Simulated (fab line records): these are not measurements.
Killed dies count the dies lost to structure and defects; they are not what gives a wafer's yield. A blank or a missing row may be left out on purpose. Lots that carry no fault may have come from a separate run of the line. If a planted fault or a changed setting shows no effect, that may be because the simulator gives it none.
fab line records	flow n5Finfet
[record] lots = 11	wafers = 33	lastDay = 17
route steps=1938 shown BEOL_M7@1323 BEOL_M8@1342 PASSIVATION@1936
lots with no fault: from the same line, run without faults
startH: hours from the record's opening day to when the first of the lot's shown wafers began	waitH: time in hours since the lot's previous step	" repeats the value in the row above	L1.1+2: several wafers, shown together as one row	- no value, or no start was given	* or withheld: withheld	< > ~ a bound
route shown NAME@n: NAME is a module with steps in the file, n the number in the route of the first one	usual: average and standard deviation across the fault-free wafers	same: alike in all rows	chamber/n: place in a boat	sites: each site's reading	_std_site: the values' standard deviation	_edge_site: outer sites' mean less inner sites'	radiusMm: for every site, how far away it sits from the centre of the wafer	mask NAME#n: copy n	behind: the tool/chamber that last shaped the wafer	hold: cause of the lot's hold/its duration in hours/its outcome	device: whichever transistor did not switch (one of n, p or np)	end of line: at the end of the route, the tests of the same wafers	a step without rows: its recipe alone	killed: at the first sort, the dies lost to defects and structure; wafer yield is something else	map: shows each die of a wafer: x if killed, . if not, _ if none is there
set.NAME: the setting that was run; set.NAME@STEP: the one run at that earlier step	model.NAME: the simulator's own value behind a step, which no gauge read
a sample of lots followed through the steps of the route, with each step as a table and each wafer as a row
services: from which hour (startH, from the record's first day; less than 0 if before it) a tool's chamber was out of use, for how many hours, and why
[[steps]]
[step N5_BEOL_M7_SPUTTER_48]
[recipe] material = Cu	targetThkA = 100	tempC = -20	biasV = 60	powerW = 26000	chamberPressurePa = 0.13	timeS = 1.667
[usual] throttleValvePct = 29.6/0.98
lot.wafer	tool	chamber	startH	waitH	throttleValvePct
L139.1	pvdSputter-01	-	201.06	0.1	30.4
L139.2	"	-	"	"	28.6
L139.4	"	-	"	"	30.2
L145.1	pvdSputter-01	-	235.61	0.1	29.9
L145.2	"	-	"	"	30.2
L145.6	"	-	"	"	28.7
L146.1	pvdSputter-03	-	242.35	0.1	30.7
L146.2	"	-	"	"	29.9
L146.5	"	-	"	"	29.7
L147.2	pvdSputter-03	-	250.98	0.1	29.7
L147.4	"	-	"	"	29.8
L147.5	"	-	"	"	29.9
L148.1	pvdSputter-03	-	255.73	0.1	29.5
L148.3	"	-	"	"	30.5
L148.5	"	-	"	"	27.8
L149.1	pvdSputter-03	-	262.16	0.1	30.3
L149.4	"	-	"	"	29.7
L149.5	"	-	"	"	29.7
L150.1	pvdSputter-02	-	270.60	0.1	29.8
L150.4	"	-	"	"	29.0
L150.5	"	-	"	"	29.1
L154.2	pvdSputter-02	-	288.20	0.1	28.9
L154.3	"	-	"	"	31.5
L154.5	"	-	"	"	28.9
L155.2	pvdSputter-02	-	297.58	0.1	29.7
L155.4	"	-	"	"	29.1
L155.5	"	-	"	"	30.9
L159.2	pvdSputter-01	-	327.12	0.4	30.9
L159.4	"	-	"	"	30.1
L159.6	"	-	"	"	28.5
L160.2	pvdSputter-02	-	327.19	0.4	31.0
L160.3	"	-	"	"	29.0
L160.4	"	-	"	"	29.0
[step N5_BEOL_M7_ANNEAL_51]
[recipe] tempC = 225	timeS = 90	ambient = N2
[usual] annealTempC = 224.99/0.2	wafer_temp_C_max = 226.06/0.23
lot.wafer	tool	chamber	startH	waitH	annealTempC	wafer_temp_C_max
L139.1	rtpAnneal-02	0	201.27	0.1	225.33	226.20
L139.2	"	0	"	"	225.22	226.11
L139.4	"	0	"	"	225.24	226.27
L145.1	rtpAnneal-02	0	235.83	0.1	225.29	225.82
L145.2	"	0	"	"	225.20	226.01
L145.6	"	0	"	"	225.24	225.80
L146.1	rtpAnneal-01	0	242.56	0.1	224.83	226.22
L146.2	"	0	"	"	224.83	226.30
L146.5	"	0	"	"	224.80	225.95
L147.2	rtpAnneal-01	0	251.23	0.1	225.27	225.87
L147.4	"	0	"	"	225.17	226.04
L147.5	"	0	"	"	225.01	225.93
L148.1	rtpAnneal-02	0	256.84	1.0	224.71	225.68
L148.3	"	0	"	"	224.72	225.87
L148.5	"	0	"	"	224.61	226.10
L149.1	rtpAnneal-01	0	262.37	0.1	225.19	226.18
L149.4	"	0	"	"	225.10	226.35
L149.5	"	0	"	"	224.95	225.82
L150.1	rtpAnneal-01	0	270.81	0.1	225.12	225.87
L150.4	"	0	"	"	225.07	226.06
L150.5	"	0	"	"	225.15	225.90
L154.2	rtpAnneal-01	0	288.57	0.2	225.10	226.19
L154.3	"	0	"	"	225.01	226.02
L154.5	"	0	"	"	224.92	226.08
L155.2	rtpAnneal-01	0	297.84	0.1	225.32	225.47
L155.4	"	0	"	"	224.84	226.00
L155.5	"	0	"	"	224.87	225.83
L159.2	rtpAnneal-02	0	328.55	1.2	225.04	225.97
L159.4	"	0	"	"	224.88	226.58
L159.6	"	0	"	"	224.68	226.12
L160.2	rtpAnneal-01	0	328.60	1.2	224.57	226.25
L160.3	"	0	"	"	224.90	226.08
L160.4	"	0	"	"	224.43	225.79
[step N5_BEOL_M8_EXPOSE_08]
[recipe] maskId = M8	na = 1.35	sourceShape = dipole	sigmaInner = 0.817	sigmaOuter = 0.97	polarization = te	doseMj = 68.25
[usual] exposureDoseMJCm2 = 68.21/0.082
lot.wafer	tool	chamber	startH	waitH	mask	exposureDoseMJCm2
L139.1	arfiScanner-01	0	203.80	-	M8#0	68.38
L139.2	"	0	"	"	M8#0	68.26
L139.4	"	0	"	"	M8#0	68.31
L145.1	arfiScanner-02	0	238.55	-	M8#0	68.32
L145.2	"	0	"	"	M8#0	68.30
L145.6	"	0	"	"	M8#0	68.20
L146.1	arfiScanner-03	0	244.92	-	M8#0	68.28
L146.2	"	0	"	"	M8#0	68.17
L146.5	"	0	"	"	M8#0	68.25
L147.2	arfiScanner-03	0	254.64	-	M8#0	68.34
L147.4	"	0	"	"	M8#0	68.30
L147.5	"	0	"	"	M8#0	68.29
L148.1	arfiScanner-03	0	259.47	-	M8#0	68.23
L148.3	"	0	"	"	M8#0	68.12
L148.5	"	0	"	"	M8#0	68.18
L149.1	arfiScanner-03	0	264.20	-	M8#0	68.21
L149.4	"	0	"	"	M8#0	68.36
L149.5	"	0	"	"	M8#0	68.22
L150.1	arfiScanner-02	0	274.31	-	M8#0	68.25
L150.4	"	0	"	"	M8#0	68.14
L150.5	"	0	"	"	M8#0	68.17
L154.2	arfiScanner-01	0	292.14	-	M8#0	68.21
L154.3	"	0	"	"	M8#0	68.18
L154.5	"	0	"	"	M8#0	68.24
L155.2	arfiScanner-03	0	300.41	-	M8#0	63.16
L155.4	"	0	"	"	M8#0	63.03
L155.5	"	0	"	"	M8#0	63.08
L159.2	arfiScanner-03	0	333.27	-	M8#0	64.07
L159.4	"	0	"	"	M8#0	64.28
L159.6	"	0	"	"	M8#0	64.10
L160.2	arfiScanner-02	0	333.43	-	M8#0	68.30
L160.3	"	0	"	"	M8#0	68.29
L160.4	"	0	"	"	M8#0	68.24
[step N5_BEOL_M8_CD_MEAS_11]
[recipe] targetCdNm = 38.5	landingEnergyEv = 500	detector = seInlens	polarity = opening
[usual] cdNm = 38.5/0.63
lot.wafer	tool	chamber	startH	waitH	cdNm
L139.1	cdSem-03	0	203.93	-	38.4
L139.2	"	0	"	"	36.8
L139.4	"	0	"	"	38.2
L145.1	cdSem-01	0	238.67	-	37.8
L145.2	"	0	"	"	37.9
L145.6	"	0	"	"	38.2
L146.1	cdSem-03	0	245.05	-	39.3
L146.2	"	0	"	"	37.7
L146.5	"	0	"	"	38.6
L147.2	cdSem-01	0	254.77	-	39.9
L147.4	"	0	"	"	38.3
L147.5	"	0	"	"	39.6
L148.1	cdSem-02	0	259.60	-	38.4
L148.3	"	0	"	"	37.7
L148.5	"	0	"	"	38.0
L149.1	cdSem-02	0	264.33	-	38.4
L149.4	"	0	"	"	39.4
L149.5	"	0	"	"	39.7
L150.1	cdSem-03	0	274.44	-	38.1
L150.4	"	0	"	"	38.9
L150.5	"	0	"	"	38.7
L154.2	cdSem-02	0	292.27	-	37.2
L154.3	"	0	"	"	38.1
L154.5	"	0	"	"	38.4
L155.2	cdSem-03	0	300.53	-	35.2
L155.4	"	0	"	"	35.0
L155.5	"	0	"	"	34.7
L159.2	cdSem-02	0	333.39	-	36.2
L159.4	"	0	"	"	36.0
L159.6	"	0	"	"	36.7
L160.2	cdSem-02	0	333.56	-	38.3
L160.3	"	0	"	"	37.3
L160.4	"	0	"	"	38.6
[step N5_BEOL_M8_OVL_MEAS_12]
[recipe] pointsPerWafer = 44
[usual] M8_OVL = 0.3/0.77
lot.wafer	tool	chamber	startH	waitH	M8_OVL[nm]
L139.1	overlay-01	0	203.96	0.0	1.1
L139.2	"	0	"	"	1.0
L139.4	"	0	"	"	-0.2
L145.1	overlay-01	0	238.71	0.0	0.6
L145.2	"	0	"	"	-0.9
L145.6	"	0	"	"	-0.3
L146.1	overlay-01	0	245.08	0.0	0.7
L146.2	"	0	"	"	1.0
L146.5	"	0	"	"	0.3
L147.2	overlay-02	0	254.80	0.0	-0.8
L147.4	"	0	"	"	-0.3
L147.5	"	0	"	"	1.0
L148.1	overlay-01	0	259.63	0.0	-1.7
L148.3	"	0	"	"	-0.5
L148.5	"	0	"	"	-0.6
L149.1	overlay-02	0	264.36	0.0	0.4
L149.4	"	0	"	"	-0.4
L149.5	"	0	"	"	0.2
L150.1	overlay-01	0	274.47	0.0	-0.5
L150.4	"	0	"	"	0.3
L150.5	"	0	"	"	0.7
L154.2	overlay-02	0	292.30	0.0	0.8
L154.3	"	0	"	"	1.7
L154.5	"	0	"	"	2.1
L155.2	overlay-01	0	300.56	0.0	1.6
L155.4	"	0	"	"	1.1
L155.5	"	0	"	"	0.1
L159.2	overlay-02	0	333.42	0.0	0.5
L159.4	"	0	"	"	1.0
L159.6	"	0	"	"	-0.2
L160.2	overlay-02	0	333.58	0.0	0.9
L160.3	"	0	"	"	0.6
L160.4	"	0	"	"	1.5
[step N5_BEOL_M8_CD_MEAS_18]
[recipe] pitchNm = 80	targetCdNm = 40
[usual] cdNm = 39.7/0.83
lot.wafer	tool	chamber	startH	waitH	cdNm
L139.1	cdSem-01	-	205.00	0.0	39.4
L139.2	"	-	"	"	38.9
L139.4	"	-	"	"	38.7
L145.1	cdSem-03	-	239.93	0.0	38.8
L145.2	"	-	"	"	39.8
L145.6	"	-	"	"	39.7
L146.1	cdSem-03	-	245.80	0.0	40.2
L146.2	"	-	"	"	39.0
L146.5	"	-	"	"	38.9
L147.2	cdSem-03	-	255.70	0.1	40.6
L147.4	"	-	"	"	39.3
L147.5	"	-	"	"	41.6
L148.1	cdSem-01	-	260.29	0.0	40.1
L148.3	"	-	"	"	39.6
L148.5	"	-	"	"	38.6
L149.1	cdSem-02	-	264.91	0.0	39.4
L149.4	"	-	"	"	40.8
L149.5	"	-	"	"	41.7
L150.1	cdSem-01	-	275.33	0.0	40.1
L150.4	"	-	"	"	40.6
L150.5	"	-	"	"	40.5
L154.2	cdSem-03	-	292.88	0.1	38.5
L154.3	"	-	"	"	39.2
L154.5	"	-	"	"	39.2
L155.2	cdSem-02	-	301.37	0.1	37.1
L155.4	"	-	"	"	35.9
L155.5	"	-	"	"	36.7
L159.2	cdSem-03	-	333.96	0.1	37.3
L159.4	"	-	"	"	37.2
L159.6	"	-	"	"	38.2
L160.2	cdSem-03	-	334.26	0.1	39.4
L160.3	"	-	"	"	38.8
L160.4	"	-	"	"	40.1
[step N5_PASSIVATION_PROBE_49]
[usual] defectLimitedYield = 91.4/1.6	killed_at_M0_to_M3 = 31/11	killed_at_M4_up = 14/5.7	killedAtContacts = 12/6	killedAtFrontEnd = 41/13	killedAtOther = 3.3/2.8	killedDies = 101/19	killedOpen = 67/14	killedShort = 33/8.2	sort_bin_5_function = 5.0/1.1	sort_bin_6_memory = 3.3/0.74	sortNPass = 1078/20	sortYieldPct = 91.3/1.7
[same] grossDies = 1180	killedAtBackSide = 0	sort_bin_4_leakage[%] = 0	sort_bin_8_speed[%] = 0
lot.wafer	tool	chamber	startH	waitH	defectLimitedYield[%]	killed_at_M0_to_M3	killed_at_M4_up	killedAtContacts	killedAtFrontEnd	killedAtOther	killedDies	killedOpen	killedShort	sort_bin_5_function[%]	sort_bin_6_memory[%]	sortNPass	sortYieldPct[%]
L147.2	prober-01	-	324.61	0.1	91.2	38	14	7	44	1	104	61	42	4.4	3.7	1076	91.2
L147.4	prober-01	-	324.71	0.2	87.9	47	4	14	74	4	143	87	53	6.2	5.1	1037	87.9
L147.5	prober-01	-	324.76	0.2	87.1	43	23	8	77	1	152	100	43	7.3	4.8	1028	87.1
L148.1	prober-02	-	328.45	0.0	92.3	29	20	13	22	7	91	62	27	4.7	2.7	1089	92.3
L149.1	prober-02	-	334.41	0.0	89.1	64	7	4	51	3	129	81	48	6.2	4.1	1051	89.1
L150.1	prober-01	-	354.77	0.0	91.9	19	21	6	46	3	95	77	17	5.2	2.8	1085	91.9
L150.4	prober-01	-	354.92	0.2	91.4	22	18	7	50	5	102	69	31	5.8	2.9	1078	91.4
L150.5	prober-01	-	354.97	0.2	89.3	32	28	10	52	4	126	83	42	5.9	4.2	1054	89.3
// killed by level:class
L147.2 FIN_SAQP:geometricParticle:short=14 BEOL_M2:geometricParticle:open=13 FIN_SAQP:geometricParticle:open=7 BEOL_M0_SAQP:geometricParticle:short=7 STI_FIN_REVEAL:geometricParticle:open=6 BEOL_M0_SAQP:geometricParticle:open=6 BEOL_M1:geometricParticle:open=6 MOL_CONTACT_COAG:geometricParticle:open=5
L147.4 FIN_SAQP:geometricParticle:short=28 FIN_SAQP:geometricParticle:open=15 BEOL_M0_SAQP:geometricParticle:open=12 MOL_CONTACT_COAG:geometricParticle:open=11 STI_FIN_REVEAL:geometricParticle:open=10 BEOL_M1:geometricParticle:open=8 BEOL_M0_SAQP:geometricParticle:short=7 BEOL_M0:geometricParticle:open=6
L147.5 STI_FIN_REVEAL:geometricParticle:open=23 FIN_SAQP:geometricParticle:short=14 BEOL_M3:geometricParticle:open=13 BEOL_M0_SAQP:geometricParticle:open=12 BEOL_M5:geometricParticle:open=9 BEOL_M4:geometricParticle:open=7 MOL_CONTACT_COAG:geometricParticle:open=6 HKMG_FIN:areaEtch=6
L148.1 BEOL_M4:geometricParticle:open=11 BEOL_M2:geometricParticle:open=10 MOL_CONTACT_COAG:geometricParticle:open=9 BEOL_M0_SAQP:geometricParticle:short=6 BEOL_M0_SAQP:geometricParticle:open=5 BEOL_M7:geometricParticle:open=5 STI_FIN_REVEAL:geometricParticle:open=4 MOL_CONTACT_COAG:geometricParticle:short=4
L149.1 BEOL_M0_SAQP:geometricParticle:short=23 BEOL_M0_SAQP:geometricParticle:open=19 FIN_SAQP:geometricParticle:open=12 FIN_SAQP:geometricParticle:short=9 GATE_CUT:geometricParticle:open=8 GATE_CUT:geometricParticle:short=7 BEOL_M3:geometricParticle:open=7 STI_FIN_REVEAL:geometricParticle:open=6
L150.1 STI_FIN_REVEAL:geometricParticle:open=25 BEOL_M4:geometricParticle:open=12 MOL_CONTACT_COAG:geometricParticle:open=6 FIN_SAQP:geometricParticle:open=5 STARTING-WAFER:geometricParticle:open=5 STI_FIN_REVEAL:geometricParticle:short=3 BEOL_M0_SAQP:geometricParticle:open=3 BEOL_M1:geometricParticle:open=3
L150.4 STI_FIN_REVEAL:geometricParticle:open=25 FIN_SAQP:geometricParticle:short=8 MOL_CONTACT_COAG:geometricParticle:open=7 BEOL_M4:geometricParticle:open=7 BEOL_M3:geometricParticle:open=5 STI_FIN_REVEAL:geometricParticle:short=4 GATE_CUT:geometricParticle:open=4 BEOL_M0_SAQP:geometricParticle:open=4
L150.5 STI_FIN_REVEAL:geometricParticle:open=26 BEOL_M4:geometricParticle:open=13 BEOL_M0_SAQP:geometricParticle:short=9 MOL_CONTACT_COAG:geometricParticle:open=8 GATE_CUT:geometricParticle:short=6 BEOL_M2:geometricParticle:open=6 STI_FIN_REVEAL:geometricParticle:short=4 BEOL_M1:geometricParticle:short=4
[[services]]
tool	chamber	startH	hours	kind
arfiScanner-01	-	183.94	0.8	pm
arfiScanner-02	-	186.96	1.0	pm
arfiScanner-03	-	191.87	1.0	repair
arfiScanner-03	-	202.33	3.9	pm
arfiScanner-02	-	216.23	3.9	pm
arfiScanner-03	-	230.23	0.8	pm
arfiScanner-01	-	231.53	1.3	pm
arfiScanner-03	-	236.63	0.8	repair
arfiScanner-01	-	236.71	2.1	repair
arfiScanner-03	0	249.69	-	calibration
arfiScanner-02	0	254.40	-	calibration
arfiScanner-03	-	256.26	1.3	pm
arfiScanner-02	-	276.20	1.0	pm
arfiScanner-01	-	282.25	2.4	repair
arfiScanner-02	-	289.49	0.8	pm
arfiScanner-03	-	291.79	5.0	pm
arfiScanner-02	-	292.42	1.3	pm
arfiScanner-01	-	298.64	1.0	pm
arfiScanner-03	-	305.59	1.0	pm
arfiScanner-03	-	306.85	1.0	repair
arfiScanner-03	-	311.87	0.6	repair
arfiScanner-03	-	318.96	1.0	pm
arfiScanner-03	-	321.79	1.2	repair
arfiScanner-02	-	331.04	0.8	pm
[[key]]
[firstSign] step = N5_BEOL_M8_EXPOSE_08	reading = exposureDoseMJCm2	direction = down	sigmas = 56	usual = 68.21	struck = 63.62
[effect] step = N5_BEOL_M8_CD_MEAS_11	reading = cdNm	direction = down	sigmas = 4.5	usual = 38.5	struck = 35.6	through = controlLoop
[effect] step = N5_BEOL_M8_CD_MEAS_18	reading = cdNm	direction = down	sigmas = 3.2	usual = 39.7	struck = 37.1	through = controlLoop
metAt N5_BEOL_M8_EXPOSE_08
struckLots L155,L159
[loopTrim] step = N5_BEOL_M8_EXPOSE_08	setting = dose	lots = L159
notActingAt N5_BEOL_M7_SPUTTER_48,N5_BEOL_M7_ANNEAL_51,N5_BEOL_M8_OVL_MEAS_12
onsetBetween 264.20 300.41
[fault] kind = processParameterDrift	tool = arfiScanner-03	chamber = -	onsetH = 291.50	steps = N5_BEOL_M8_EXPOSE_08	channel = doseMj	offset = -4.9932	shape = step	actsIn = theseRecipesOnly	stated = 68.25
// loopTrim: a control loop set the setting to another value than it would have without faults
